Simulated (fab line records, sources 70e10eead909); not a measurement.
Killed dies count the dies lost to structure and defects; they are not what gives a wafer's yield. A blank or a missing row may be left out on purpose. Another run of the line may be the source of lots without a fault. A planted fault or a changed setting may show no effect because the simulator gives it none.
Matching of chambers | flow nand-harc | rie-diel-12 running NHARC_A_M0_STRIP_18: 4 sister chambers
The step strips in N2/H2. 8 wafers are shown with their chamber, then 7 later ones without.

== WAFERS WITH THEIR CHAMBER ==
wafer  | chamber | drypump-motor-current-A (A) | rf-vpp-V (V)
L076.1 | 2       | 5.8                         | 89.9
L076.5 | 2       | 5.8                         | 89.3
L083.2 | 3       | 6.2                         | 91.8
L082.1 | 0       | 6.1                         | 90.6
L082.2 | 3       | 6.2                         | 91.6
L082.3 | 1       | 5.3                         | 88.8
L091.2 | 0       | 6.0                         | 90.2
L091.3 | 1       | 5.3                         | 91.0

== WAFERS MISSING THEIR CHAMBER ==
wafer  | drypump-motor-current-A (A) | rf-vpp-V (V)
L091.4 | 5.8                         | 90.5
L096.1 | 6.0                         | 90.1
L096.2 | 6.2                         | 90.7
L096.5 | 6.3                         | 89.9
L097.2 | 6.0                         | 90.5
L097.3 | 5.3                         | 88.6
L097.4 | 6.2                         | 88.7

== WHICH CHAMBER EACH ONE RAN IN ==
wafer  | from the rows above     | in truth
L091.4 | 2                       | 2
L096.1 | 0                       | 0
L096.2 | 3                       | 3
L096.5 | 3                       | 3
L097.2 | 0                       | 0
L097.3 | 1                       | 1
L097.4 | can't be placed: 3 or 0 | 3
Placed correctly: 6 of 7. Not placeable from these rows: 1 (in 1, the candidates include the true chamber). Wrongly placed: 0.
How it was worked out, from the rows above alone: a wafer's distance from a chamber is the root of the sum, over the readings, of the square of ((its reading less the chamber's mean) divided by the reading's scatter). If the next closest chamber is less than 2 further off than the closest, the wafer can't be placed; otherwise it belongs to the closest. The mean given for a chamber averages the wafers shown for that chamber. The scatter: take each reading less its chamber's mean, square it, sum over the shown wafers, divide by the number of wafers less the number of chambers, and take the root.
